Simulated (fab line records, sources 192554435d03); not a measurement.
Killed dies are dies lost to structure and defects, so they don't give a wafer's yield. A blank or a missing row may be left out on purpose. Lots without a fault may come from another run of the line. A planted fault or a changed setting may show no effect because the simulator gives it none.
A struck lot beside a sound one | flow n5_finfet | 16 steps out of a route of 1938
Sound: wafers L726.2, L726.5, L726.6. Struck: wafers L719.1, L719.2, L719.6. The cause comes at the end.
At each step with rows: each side's tool, then ch and its chambers, then its first start. Under that, the readings that differ: sound wafers | struck wafers | difference of the means | sigmas: that difference in standard deviations of wafers without a fault.
alike: readings whose means differ by less than 2 such deviations, and words and numbers that are the same on both sides. not compared: withheld readings, readings that some wafer has no value for, bounds like >300 that may hide the same value, and numbers for which the record gives no deviation and whose values overlap.
The two part at a step that has a row with sigmas, a row that says differs or no value, or rows on one side only. Numbers that don't overlap but have no deviation are shown without sigmas and don't part them. A reading that every wafer of one side lacks parts them only if that side has two wafers or more.

N5_BEOL_M4_ANNEAL_49: time 240 s.
  sound on pvd_sputter-02, day 12 07:08; struck on pvd_sputter-01, day 10 08:05
  alike: heater_power_w, susceptor_temp_C, susceptor_temp_C_max
then, 1 step without rows for these wafers: N5_BEOL_M4_SPUTTER_79 (material Cu, target thk 4.5 nm, time 8.29 s).
N5_BEOL_M4_ANNEAL_80: time 240 s.
  sound on pvd_sputter-02, day 12 07:23; struck on pvd_sputter-01, day 10 08:18
  alike: heater_power_w, susceptor_temp_C, susceptor_temp_C_max
then, 1 step without rows for these wafers: N5_BEOL_M4_SPUTTER_81 (material Cu, target thk 4.5 nm, time 8.29 s).
N5_BEOL_M4_ANNEAL_82: time 240 s.
  sound on pvd_sputter-02, day 12 07:38; struck on pvd_sputter-01, day 10 08:31
  alike: heater_power_w, susceptor_temp_C, susceptor_temp_C_max
then, 6 steps without rows for these wafers: N5_BEOL_M4_SPUTTER_86 (material Cu, target thk 4.5 nm, time 8.29 s); N5_BEOL_M4_ANNEAL_87 (time 240 s); N5_BEOL_M4_SPUTTER_88 (material Cu, target thk 4.5 nm, time 8.29 s); N5_BEOL_M4_ANNEAL_89 (time 240 s); N5_BEOL_M4_SPUTTER_90 (material Cu, target thk 4.5 nm, time 8.29 s); N5_BEOL_M4_ANNEAL_91 (time 240 s).
N5_BEOL_M4_SPUTTER_92: material Cu, target thk 4.5 nm, time 8.29 s.
  sound on pvd_sputter-02, day 12 08:32; struck on pvd_sputter-01, day 10 09:19
  alike: chuck_gas_flow_sccm, throttle_valve_pct
N5_BEOL_M4_ANNEAL_93: time 240 s.
  sound on pvd_sputter-02, day 12 08:37; struck on pvd_sputter-01, day 10 09:24
  no value came back on the struck wafers for heater_power_w (W), susceptor_temp_C (C), susceptor_temp_C_max, time_s (s); on the sound wafers heater_power_w (W) reads 790 783 837
N5_BEOL_M4_SPUTTER_94: material Cu, target thk 4.5 nm, time 8.29 s.
  sound on pvd_sputter-02, day 12 08:46; struck on pvd_sputter-01, day 10 09:32
  alike: chuck_gas_flow_sccm, throttle_valve_pct
N5_BEOL_M4_RC_MEAS_101:
  sound on prober-02 ch 0, day 12 10:18; struck on prober-02 ch 0, day 10 10:51
  reading       | sound          | struck         | difference | sigmas
  DIBL_N (mV/V) | 36.8 38.2 38.3 | 33.4 34.8 32.9 | -4.1       | -2
  ION_N (uA/um) | 694 700 673    | 668 662 663    | -25        | -2
  alike: DIBL_P, IOFF_N, IOFF_P, ION_P, SS_N, SS_P, VT_N, VT_P
-- the record jumps here: 4 days lie between the struck wafers' starts before and after (it left off in module BEOL_M4 and takes up again in module PASSIVATION, whose first step shown is number 1936 of the route) --
N5_PASSIVATION_PROBE_49:
  sound on prober-02, day 16 16:45; struck on prober-01, day 14 19:01
  reading      | sound    | struck   | difference | sigmas
  killed_short | 46 29 63 | 30 26 21 | -20        | -3
  alike: defect_limited_yield, killed_at_M0_to_M3, killed_at_M4_up, killed_at_contacts, killed_at_front_end, killed_at_other, killed_dies, killed_open, sort_bin_5_function, sort_bin_6_memory, sort_bin_8_speed, sort_n_pass, sort_yield_pct

WHERE THEY PART
First at N5_BEOL_M4_ANNEAL_93; last, within this record, at N5_PASSIVATION_PROBE_49.

WHY: what the simulator had put in
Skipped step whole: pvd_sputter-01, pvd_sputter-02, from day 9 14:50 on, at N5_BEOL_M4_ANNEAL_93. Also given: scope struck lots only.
